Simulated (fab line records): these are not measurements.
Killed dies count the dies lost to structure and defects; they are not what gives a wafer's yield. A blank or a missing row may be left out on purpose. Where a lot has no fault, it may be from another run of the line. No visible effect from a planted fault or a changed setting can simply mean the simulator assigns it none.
Chamber matching    flow nandHarc    pecvd-02 running NHARC_P_GATE_DEP_103: 3 sister chambers
The step deposits SiON, target thk 30 nm. 16 wafers are shown with their chamber, then 8 later ones without.

## EACH WAFER AND ITS CHAMBER
wafer   chamber  heaterPowerW (W)
L446.1  2        864
L446.2  1        758
L446.3  0        677
L448.1  2        839
L448.2  0        619
L448.3  1        744
L447.2  2        790
L447.3  0        608
L447.5  1        680
L450.2  0        632
L450.4  0        634
L450.5  2        794
L456.4  2        777
L456.5  0        680
L456.6  1        724
L464.1  0        749

SIGNATURES (means of the wafers above)
reading       chamber 0  chamber 1  chamber 2  scatter within a chamber
heaterPowerW  657.00     726.50     812.80     42.4
Rule: distance of a wafer from a chamber = root of the sum over the readings of ((wafer's reading minus chamber's mean) / reading's scatter) squared. The wafer belongs to the nearest chamber; if the next one is less than 2 further off, it can't be placed. The scatter is the square root of a quotient: the sum, over the shown wafers, of each reading's squared deviation from its chamber's mean, divided by wafers minus chambers.

## WAFERS WHOSE CHAMBER IS MISSING
wafer   heaterPowerW (W)
L464.2  676
L464.4  776
L465.1  865
L465.3  700
L465.6  725
L469.1  717
L469.2  808
L469.3  755

## THE CHAMBER EACH PASSED THROUGH
wafer   from the rows above           in truth
L464.2  can't be placed: 0 or 1       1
L464.4  can't be placed: 2 or 1 or 0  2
L465.1  2                             2
L465.3  can't be placed: 1 or 0       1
L465.6  can't be placed: 1 or 0       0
L469.1  can't be placed: 1 or 0       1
L469.2  can't be placed: 2 or 1       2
L469.3  can't be placed: 1 or 2 or 0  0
Correct placement for 1 of the 8. These rows do not allow placing 7 (true chamber among the candidates in 7). Placed wrongly: 0.
